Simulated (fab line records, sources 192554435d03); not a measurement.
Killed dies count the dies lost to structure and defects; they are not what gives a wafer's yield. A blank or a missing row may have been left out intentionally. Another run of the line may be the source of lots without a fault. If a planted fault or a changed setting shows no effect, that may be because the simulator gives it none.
fab line records	flow n5Finfet
record: lots: 6	wafers: 16	lastDay: 19
route steps=1938 shown PASSIVATION@1918
lots that met no fault: from a run of the same line without faults
startH: the number of hours between the record's first day and the start of the first shown wafer of the lot	waitH: time in hours since the lot's previous step	" unchanged from the row above	L1.1+2: several wafers, shown together as one row	- no value, or no start was given	* or withheld: withheld	< > ~ a bound
route shown NAME@n: NAME is a module with steps in the file, n the number in the route of the first one	usual: average and standard deviation across the fault-free wafers	same: alike in all rows	chamber/n: place in a boat	sites: readings site by site	_std_site: the standard deviation of these	_edge_site: inner sites' mean taken away from outer sites' mean	radiusMm: how far each site lies from the wafer's centre	mask NAME#n: copy n	behind: the most recent tool/chamber to have shaped the wafer	hold: the reason the lot was held/the length of the hold in hours/how it ended	device: the n, p or np transistor that did not switch	end of line: the route-end tests of the same wafers	a step without rows: its recipe alone	killed: the dies lost at the first sort to structure and to defects; this is not the yield of the wafer	map: dies across one wafer; x = killed, . = not, _ = none there
set.NAME: the setting the step ran with; set.NAME@STEP: the setting that earlier step ran with	model.NAME: the simulator's own value behind a step, which no gauge read
certain route steps with their lots: each step a table, each wafer a row
services: from which hour (startH, from the record's first day; less than 0 if before it) a tool's chamber was out of use, for how many hours, and why
== steps ==
step: N5_PASSIVATION_COAT_38
recipe: spinRpm: 3000	resistThkNm: withheld
step: N5_PASSIVATION_EBR_40
recipe: solvent: PGMEA	ebrWidthMm: 1.5
step: N5_PASSIVATION_SOFTBAKE_39
recipe: tempC: 110	timeS: 120
step: N5_PASSIVATION_EXPOSE_41
recipe: maskId: PASS_OPEN	na: 0.55	defocusNm: 0	sourceShape: conventional	sigmaOuter: 0.8	polarization: unpolarized	targetCdNm: 40000	doseMj: 57.25
step: N5_PASSIVATION_PEB_42
recipe: pebTempC: withheld	pebTimeS: *
step: N5_PASSIVATION_DEVELOP_43
recipe: developTimeS: 60	rinseLiquid: diw	dry: airSpin	devTempC: 21
step: N5_PASSIVATION_HARDBAKE_45
recipe: tempC: 130	timeS: 120
step: N5_PASSIVATION_CD_MEAS_44
recipe: targetCdNm: 40000	landingEnergyEv: 500	detector: seInlens
usual: cdNm: 40000/4.7
same: landingEnergyEv: 500
lot.wafer	tool	chamber	startH	waitH	cdNm
L166.2	cdSem-03	0	330.81	-	39998
L166.4	"	0	"	"	39986
L166.5	"	0	"	"	39990
L171.4	cdSem-03	0	359.64	-	40005
L171.5	"	0	"	"	40006
L171.6	"	0	"	"	40002
L177.4	cdSem-03	0	406.13	-	40009
L177.6	"	0	"	"	39998
L178.2	cdSem-03	0	413.51	-	39994
L178.4	"	0	"	"	40002
L183.1	cdSem-01	0	437.83	-	40005
L183.3	"	0	"	"	40005
L183.6	"	0	"	"	40007
L184.1	cdSem-03	0	448.95	-	39987
L184.2	"	0	"	"	39993
L184.6	"	0	"	"	39997
step: N5_PASSIVATION_OVL_MEAS_66
recipe: pointsPerWafer: 44
usual: PASS_OPEN_OVL: 1/4.7
lot.wafer	tool	chamber	startH	waitH	PASS_OPEN_OVL[nm]
L166.2	overlay-02	0	330.84	0.0	0
L166.4	"	0	"	"	-6
L166.5	"	0	"	"	-5
L171.4	overlay-02	0	359.67	0.0	9
L171.5	"	0	"	"	0
L171.6	"	0	"	"	3
L177.4	overlay-02	0	406.15	0.0	-3
L177.6	"	0	"	"	3
L178.2	overlay-01	0	413.54	0.0	8
L178.4	"	0	"	"	3
L183.1	overlay-02	0	437.86	0.0	7
L183.3	"	0	"	"	1
L183.6	"	0	"	"	0
L184.1	overlay-01	0	448.98	0.0	-3
L184.2	"	0	"	"	-2
L184.6	"	0	"	"	-5
step: N5_PASSIVATION_INSPECT_67
recipe: mode: adi	inspectInstrument: macro
usual: rawDefectCount: 1.9/1.3
lot.wafer	tool	chamber	startH	waitH	rawDefectCount
L166.2	defectInspect-02	-	330.86	0.0	2
L166.4	"	-	"	"	5
L166.5	"	-	"	"	1
L171.4	defectInspect-01	-	359.69	0.0	2
L171.5	"	-	"	"	1
L171.6	"	-	"	"	2
L177.4	defectInspect-01	-	406.18	0.0	1
L177.6	"	-	"	"	2
L178.2	defectInspect-02	-	413.56	0.0	0
L178.4	"	-	"	"	3
L183.1	defectInspect-01	-	437.89	0.0	4
L183.3	"	-	"	"	1
L183.6	"	-	"	"	4
L184.1	defectInspect-02	-	449.00	0.0	1
L184.2	"	-	"	"	6
L184.6	"	-	"	"	1
step: N5_PASSIVATION_DESCUM_46
recipe: chemistry: O2	timeS: 7.9	sourcePowerW: 50	biasPowerW: 20	pressureMtorr: 20	rfFrequencyHz: 2.712e+07	tempC: 40	o2FlowSccm: 225
usual: drypumpMotorCurrentA: 5.6/0.5	oesProductAu: 0.80/0.067	rfVppV: 243.1/1.4	showerheadPlenumPTorr: 2.09/0.077	throttleValvePct: 20.39/0.24
lot.wafer	tool	chamber	startH	waitH	drypumpMotorCurrentA	oesProductAu	rfHoursCounterH	rfVppV	showerheadPlenumPTorr	throttleValvePct
L166.2	rieDiel-06	1	330.95	0.1	5.9	0.83	87	245.1	2.19	20.33
L166.4	"	2	"	"	5.4	0.88	32	243.9	2.14	20.43
L166.5	"	1	"	"	5.9	0.83	-	244.4	2.19	20.31
L171.4	rieDiel-03	0	359.72	0.0	5.2	0.74	164	244.3	2.16	20.51
L171.5	"	2	"	"	5.6	0.77	-	241.7	2.02	20.70
L171.6	"	3	"	"	5.7	0.75	-	241.2	2.00	20.34
L177.4	rieDiel-06	1	406.29	0.1	5.9	0.80	-	246.5	2.18	20.36
L177.6	"	2	"	"	5.4	0.84	-	242.5	2.13	20.48
L178.2	rieDiel-06	0	413.78	0.2	5.3	0.80	89	244.4	2.11	20.40
L178.4	"	1	"	"	5.9	0.79	124	244.5	2.18	20.35
L183.1	rieDiel-04	0	437.98	0.1	5.0	0.72	190	240.9	2.00	20.64
L183.3	"	1	"	"	5.7	0.90	13	245.7	2.23	19.72
L183.6	"	2	"	"	6.8	0.86	-	243.0	2.03	20.48
L184.1	rieDiel-04	1	449.43	0.4	5.7	0.89	17	245.3	2.23	19.76
L184.2	"	0	"	"	5.0	0.73	193	241.7	2.00	20.63
L184.6	"	0	"	"	5.0	0.73	-	243.1	2.00	20.66
step: N5_PASSIVATION_PASS_ETCH_47
recipe: chemistry: CF4/O2	target: SiNx	targetDepthA: 7700	timeS: 385	ionEnergyEv: 100	pressureMtorr: 40	sourceW: 535	biasW: 49	Ar_flow_sccm: 100	cf4FlowSccm: 100	O2_flow_sccm: 10
usual: drypumpMotorCurrentA: 5.6/0.51	oes_ar_750_au: 0.81/0.067	oes_f_703_au: 0.81/0.07	oesProductAu: 0.80/0.066	rfVppV: 241/3.9	showerheadPlenumPTorr: 2.21/0.083	throttleValvePct: 15.86/0.2
lot.wafer	tool	chamber	startH	waitH	drypumpMotorCurrentA	oes_ar_750_au	oes_f_703_au	oesProductAu	rfHoursCounterH	rfVppV	showerheadPlenumPTorr	throttleValvePct
L166.2	rieDiel-06	1	330.99	0.0	5.9	0.84	0.85	0.84	87	243	2.33	15.84
L166.4	"	2	"	"	5.4	0.88	0.90	0.88	33	240	2.24	15.73
L166.5	"	1	"	"	5.9	0.84	0.85	0.83	-	243	2.33	15.84
L171.4	rieDiel-03	0	359.76	0.0	5.1	0.74	0.74	0.74	164	240	2.29	16.04
L171.5	"	2	"	"	5.6	0.75	0.76	0.76	-	246	2.11	16.05
L171.6	"	3	"	"	5.7	0.76	0.76	0.76	-	238	2.11	15.77
L177.4	rieDiel-06	1	406.43	0.1	5.9	0.81	0.82	0.80	-	245	2.32	15.90
L177.6	"	2	"	"	5.4	0.85	0.86	0.84	-	242	2.23	15.76
L178.2	rieDiel-06	0	413.81	0.0	5.2	0.80	0.82	0.81	89	240	2.22	15.86
L178.4	"	1	"	"	5.9	0.81	0.81	0.80	124	244	2.32	15.92
L183.1	rieDiel-04	0	438.02	0.0	4.9	0.75	0.74	0.73	190	235	2.10	16.05
L183.3	"	1	"	"	5.7	0.92	0.92	0.91	13	241	2.34	15.30
L183.6	"	2	"	"	6.8	0.87	0.86	0.87	-	240	2.15	15.96
L184.1	rieDiel-04	1	449.47	0.0	5.7	0.90	0.93	0.90	17	241	2.34	15.30
L184.2	"	0	"	"	5.0	0.75	0.74	0.73	193	234	2.10	16.05
L184.6	"	0	"	"	4.9	0.74	0.74	0.73	-	233	2.10	16.05
step: N5_PASSIVATION_ETCH_54
recipe: chemistry: CHF3/O2	target: SiO2	targetDepthA: 8800	CHF3_flow_sccm: 50	O2_flow_sccm: 5	Ar_flow_sccm: 200	timeS: 440	maskMaterial: PR	pressureMtorr: 30	sourceW: 650	biasW: 170	ionEnergyEv: 200
usual: drypumpMotorCurrentA: 5.6/0.5	oes_ar_750_au: 0.81/0.068	oes_f_703_au: 0.81/0.071	oesProductAu: 0.80/0.066	rfVppV: 524/8.1	showerheadPlenumPTorr: 2.42/0.088	throttleValvePct: 18.81/0.23
lot.wafer	tool	chamber	startH	waitH	drypumpMotorCurrentA	oes_ar_750_au	oes_f_703_au	oesProductAu	rfHoursCounterH	rfVppV	showerheadPlenumPTorr	throttleValvePct	model.PASSIVATION.featureDepthNm	model.etch.depthNm
L166.2	rieDiel-06	1	331.21	0.1	5.9	0.84	0.86	0.83	87	529	2.54	18.76	885.4	885.5
L166.4	"	2	"	"	5.4	0.88	0.91	0.88	33	524	2.45	18.65	893	893.1
L166.5	"	1	"	"	5.9	0.84	0.85	0.84	-	530	2.54	18.78	896.2	896.2
L171.4	rieDiel-03	0	359.99	0.1	5.2	0.74	0.74	0.74	164	525	2.50	18.96	876.2	876.1
L171.5	"	2	"	"	5.6	0.75	0.74	0.77	-	536	2.31	18.98	857.8	857.8
L171.6	"	3	"	"	5.7	0.76	0.76	0.76	-	515	2.32	18.72	873.8	873.8
L177.4	rieDiel-06	1	406.68	0.1	5.9	0.81	0.82	0.80	-	529	2.53	18.82	816	816
L177.6	"	2	"	"	5.3	0.85	0.87	0.84	-	525	2.43	18.71	821.6	821.6
L178.2	rieDiel-06	0	414.04	0.1	5.3	0.81	0.81	0.81	89	522	2.41	18.71	872	872
L178.4	"	1	"	"	5.9	0.81	0.81	0.79	124	529	2.53	18.84	806.6	806.6
L183.1	rieDiel-04	0	438.25	0.1	5.0	0.74	0.73	0.73	190	511	2.32	19.06	855.2	855.2
L183.3	"	1	"	"	5.7	0.93	0.93	0.91	14	524	2.55	18.14	880.4	880.3
L183.6	"	2	"	"	6.8	0.87	0.85	0.87	-	522	2.36	18.97	871.4	871.5
L184.1	rieDiel-04	1	449.70	0.1	5.7	0.91	0.92	0.90	17	526	2.55	18.16	870.8	870.9
L184.2	"	0	"	"	4.9	0.73	0.74	0.73	194	511	2.32	19.08	855.8	855.8
L184.6	"	0	"	"	4.9	0.73	0.73	0.73	-	512	2.32	19.09	851	851
step: N5_PASSIVATION_STRIP_48
recipe: chemistry: O2	powerW: 600	tempC: 60	pressureMtorr: 30	rfFrequencyHz: 6e+07	biasPowerW: 0	overashFraction: 0.5	o2FlowSccm: 225
usual: drypumpMotorCurrentA: 5.6/0.51	oesProductAu: 0.80/0.071	rfVppV: 3.6/2.8	showerheadPlenumPTorr: 2.10/0.077	throttleValvePct: 16.64/0.23
lot.wafer	tool	chamber	startH	waitH	drypumpMotorCurrentA	oesProductAu	rfHoursCounterH	rfVppV	showerheadPlenumPTorr	throttleValvePct
L166.2	rieDiel-06	1	331.50	0.1	5.9	0.83	88	1.7	2.20	16.55
L166.4	"	2	"	"	5.3	0.89	33	0.6	2.15	16.67
L166.5	"	1	"	"	5.9	0.82	-	3.1	2.20	16.49
L171.4	rieDiel-03	0	360.28	0.1	5.1	0.75	164	0.9	2.16	16.76
L171.5	"	2	"	"	5.6	0.78	-	1.8	2.02	17.00
L171.6	"	3	"	"	5.7	0.75	-	6.7	2.00	16.54
L177.4	rieDiel-06	1	406.85	0.0	5.9	0.79	-	7.3	2.18	16.56
L177.6	"	2	"	"	5.3	0.82	-	0.2	2.14	16.64
L178.2	rieDiel-06	0	414.33	0.1	5.3	0.84	89	4.6	2.11	16.64
L178.4	"	1	"	"	5.9	0.83	124	5.4	2.19	16.57
L183.1	rieDiel-04	0	438.53	0.1	4.9	0.72	190	4.2	2.01	16.85
L183.3	"	1	"	"	5.7	0.90	14	1.8	2.23	16.03
L183.6	"	2	"	"	6.8	0.87	-	0	2.03	16.74
L184.1	rieDiel-04	1	449.99	0.1	5.7	0.90	17	1.6	2.23	16.03
L184.2	"	0	"	"	4.9	0.71	194	1.3	2.01	16.99
L184.6	"	0	"	"	4.9	0.72	-	8.3	2.01	16.98
step: N5_PASSIVATION_PROBE_49
usual: defectLimitedYield: 91.2/1.4	killed_at_M0_to_M3: 34/9.4	killed_at_M4_up: 14/5.6	killedAtContacts: 13/7.8	killedAtFrontEnd: 37/10	killedAtOther: 4/3.3	killedDies: 103/17	killedOpen: 68/13	killedShort: 33/8.2	sort_bin_4_leakage: 0.00/0.0071	sort_bin_5_function: 5.1/0.92	sort_bin_6_memory: 3.3/0.71	sortNPass: 1077/17	sortYieldPct: 91.2/1.4
same: grossDies: 1180	killedAtBackSide: 0	sort_bin_8_speed[%]: 0
lot.wafer	tool	chamber	startH	waitH	defectLimitedYield[%]	killed_at_M0_to_M3	killed_at_M4_up	killedAtContacts	killedAtFrontEnd	killedAtOther	killedDies	killedOpen	killedShort	sort_bin_4_leakage[%]	sort_bin_5_function[%]	sort_bin_6_memory[%]	sortNPass	sortYieldPct[%]
L166.2	prober-01	-	334.04	0.1	91.7	22	12	22	38	4	98	61	29	0	4.2	3.3	1082	91.7
L166.4	prober-01	-	334.14	0.2	92.2	19	23	17	32	1	92	69	21	0	4.4	3.1	1088	92.2
L166.5	prober-01	-	334.19	0.2	90.1	41	25	20	30	1	117	87	26	0	6.1	3.6	1063	90.1
L177.4	prober-01	-	410.02	0.2	91.3	25	12	9	56	1	103	63	34	0	4.9	3.1	1077	91.3
L177.6	prober-01	-	410.12	0.3	93.6	27	6	11	30	2	76	51	25	0	3.2	2.7	1104	93.6
L183.1	prober-01	-	441.21	0.2	89.2	58	11	11	45	2	127	83	39	0	5.8	4.0	1053	89.2
L183.3	prober-01	-	441.31	0.3	92.1	34	15	15	29	0	93	58	35	0	4.6	2.8	1087	92.1
L183.6	prober-01	-	441.46	0.5	90.9	37	10	19	40	1	107	69	29	0	5.3	2.5	1073	90.9
L184.1	prober-02	-	452.51	0.0	93.7	27	8	3	32	4	74	41	32	0	3.6	2.3	1106	93.7
L184.2	prober-02	-	452.56	0.1	91.3	40	14	9	35	5	103	56	42	0	5.2	2.7	1077	91.3
L184.6	prober-02	-	452.76	0.3	90.7	39	20	10	34	7	110	76	34	0	5.8	3.3	1070	90.7
killed by level:class
L166.2 MOL_CONTACT_COAG:geometricParticle:open=16 GATE_CUT:geometricParticle:short=12 FIN_SAQP:geometricParticle:open=8 MOL_CONTACT_COAG:geometricParticle:short=6 BEOL_M2:geometricParticle:open=6 BEOL_M3:geometricParticle:open=6 HKMG_FIN:areaEtch=6 BEOL_M0_SAQP:geometricParticle:open=4
L166.4 MOL_CONTACT_COAG:geometricParticle:open=14 BEOL_M4:geometricParticle:open=9 FIN_SAQP:geometricParticle:open=8 BEOL_M2:geometricParticle:open=6 STARTING-WAFER:geometricParticle:open=5 DUMMY_GATE:geometricParticle:open=4 BEOL_M0_SAQP:geometricParticle:open=4 FIN_SAQP:geometricParticle:short=3
L166.5 MOL_CONTACT_COAG:geometricParticle:open=15 FIN_SAQP:geometricParticle:open=12 BEOL_M3:geometricParticle:open=8 BEOL_M0_SAQP:geometricParticle:open=8 BEOL_M2:geometricParticle:open=8 BEOL_M4:geometricParticle:open=8 BEOL_M1:geometricParticle:open=6 BEOL_M5:geometricParticle:open=6
L177.4 FIN_SAQP:geometricParticle:open=12 FIN_SAQP:geometricParticle:short=11 STI_FIN_REVEAL:geometricParticle:open=11 BEOL_M0_SAQP:geometricParticle:open=9 MOL_CONTACT_COAG:geometricParticle:open=8 BEOL_M0_SAQP:geometricParticle:short=5 BEOL_M2:geometricParticle:open=5 HKMG_FIN:areaEtch=5
L177.6 STI_FIN_REVEAL:geometricParticle:open=12 BEOL_M2:geometricParticle:open=10 MOL_CONTACT_COAG:geometricParticle:open=8 BEOL_M0_SAQP:geometricParticle:open=6 BEOL_M1:geometricParticle:open=5 BEOL_M0_SAQP:geometricParticle:short=4 FIN_SAQP:geometricParticle:short=3 DUMMY_GATE:geometricParticle:open=3
L183.1 BEOL_M1:geometricParticle:open=14 BEOL_M0_SAQP:geometricParticle:open=13 BEOL_M3:geometricParticle:open=12 GATE_CUT:geometricParticle:short=11 STI_FIN_REVEAL:geometricParticle:open=10 MOL_CONTACT_COAG:geometricParticle:open=7 DUMMY_GATE:geometricParticle:open=6 BEOL_M0_SAQP:geometricParticle:short=6
L183.3 BEOL_M4:geometricParticle:open=10 BEOL_M1:geometricParticle:open=9 MOL_CONTACT_COAG:geometricParticle:open=8 MOL_CONTACT_COAG:geometricParticle:short=7 BEOL_M0_SAQP:geometricParticle:short=7 DUMMY_GATE:geometricParticle:open=6 BEOL_M0_SAQP:geometricParticle:open=5 BEOL_M1:geometricParticle:short=5
L183.6 MOL_CONTACT_COAG:geometricParticle:open=17 BEOL_M3:geometricParticle:open=11 STI_FIN_REVEAL:geometricParticle:open=10 BEOL_M3:geometricParticle:short=8 HKMG_FIN:areaEtch=8 DUMMY_GATE:geometricParticle:open=7 BEOL_M0_SAQP:geometricParticle:short=7 BEOL_M4:geometricParticle:open=6
L184.1 STI_FIN_REVEAL:geometricParticle:open=7 BEOL_M2:geometricParticle:open=7 FIN_SAQP:geometricParticle:short=6 BEOL_M0_SAQP:geometricParticle:short=5 FIN_SAQP:geometricParticle:open=4 BEOL_M0_SAQP:geometricParticle:open=4 BEOL_M2:geometricParticle:short=4 BEOL_M3:geometricParticle:open=4
L184.2 BEOL_M2:geometricParticle:open=15 BEOL_M0_SAQP:geometricParticle:short=10 BEOL_M4:geometricParticle:open=9 MOL_CONTACT_COAG:geometricParticle:open=8 FIN_SAQP:geometricParticle:short=7 BEOL_M2:geometricParticle:short=7 STI_FIN_REVEAL:geometricParticle:open=5 HKMG_FIN:areaEtch=5
L184.6 BEOL_M2:geometricParticle:open=12 BEOL_M4:geometricParticle:open=11 MOL_CONTACT_COAG:geometricParticle:open=9 STI_FIN_REVEAL:geometricParticle:open=8 BEOL_M2:geometricParticle:short=8 BEOL_M3:geometricParticle:open=8 DUMMY_GATE:geometricParticle:open=5 BEOL_M0_SAQP:geometricParticle:short=5
== services ==
tool	chamber	startH	hours	kind
rieDiel-03	0	314.36	19.1	repair
rieDiel-03	1	319.35	9.5	repair
rieDiel-06	0	335.30	4.4	repair
rieDiel-03	3	338.59	11.0	repair
rieDiel-04	3	341.90	-	clean
rieDiel-04	3	341.90	-	consumableReplace:focusRing
rieDiel-04	3	341.90	15.6	scheduledDown
rieDiel-04	3	341.90	15.6	ventCycle
rieDiel-04	2	358.26	6.6	repair
rieDiel-06	2	379.85	11.7	repair
rieDiel-03	2	380.00	12.7	repair
rieDiel-04	1	384.22	-	clean
rieDiel-04	1	384.22	-	consumableReplace:focusRing
rieDiel-04	1	384.22	-	consumableReplace:showerhead
rieDiel-04	1	384.22	16.0	scheduledDown
rieDiel-04	1	384.22	16.0	ventCycle
rieDiel-06	0	386.76	22.5	repair
rieDiel-03	2	394.52	8.1	repair
rieDiel-06	-	396.50	0.7	repair
== key ==
firstSign none at tools or gauges
modelEffect: step: N5_PASSIVATION_ETCH_54	value: PASSIVATION.featureDepthNm	without: 888	struck: 814.7
metAt N5_PASSIVATION_ETCH_54
struckWafers L177.4,L177.6,L178.4
onsetBetween 331.21 406.68
fault: kind: processParameterDrift	tool: rieDiel-06	chamber: -	onsetH: 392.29	steps: N5_PASSIVATION_ETCH_54	channel: timeS	offset: *	shape: step	endH: 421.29	scope: struckWafersOnly	actsIn: *	stated: *
